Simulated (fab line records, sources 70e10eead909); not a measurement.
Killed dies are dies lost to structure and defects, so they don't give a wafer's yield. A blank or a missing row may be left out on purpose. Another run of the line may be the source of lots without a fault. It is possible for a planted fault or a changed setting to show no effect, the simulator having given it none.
Chamber matching	flow nand harc	NHARC_P_ZERO_WELL_DESCUM_54 on rie diel-06: 4 sister chambers
The step chemistry O2, time 3 s. 4 wafers are shown with their chamber, then 8 later ones without.

## WAFERS WITH THEIR CHAMBER
wafer	chamber	drypump motor current A (A)
L706.3	0	6.1
L708.1	1	5.9
L708.4	3	5.2
L712.1	2	5.3

## WAFERS WITH NO CHAMBER GIVEN
wafer	drypump motor current A (A)
L712.2	5.9
L712.6	5.3
L713.3	6.0
L713.5	6.1
L713.6	5.2
L715.3	6.1
L715.4	5.2
L715.6	6.1

## WHICH CHAMBER EACH WENT THROUGH
wafer	from the rows above	in truth
L712.2	1	1
L712.6	2	2
L713.3	can't be placed: 0 or 1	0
L713.5	0	0
L713.6	3	3
L715.3	0	0
L715.4	3	3
L715.6	0	0
Correctly placed: 7 of 8. These rows do not allow placing 1 (true chamber among the candidates in 1). Wrongly placed: 0.
How it was worked out, from the rows above alone: a wafer's distance from a chamber is the root of the sum, over the readings, of the square of ((its reading less the chamber's mean) divided by the reading's scatter). If the next closest chamber is less than 2 further off than the closest, the wafer can't be placed; otherwise it belongs to the closest. For every chamber, the mean is computed from those of its wafers that are shown. The scatter: with one shown wafer a chamber, the root of the mean of the squares of how far each hidden wafer lies from its nearest shown one.
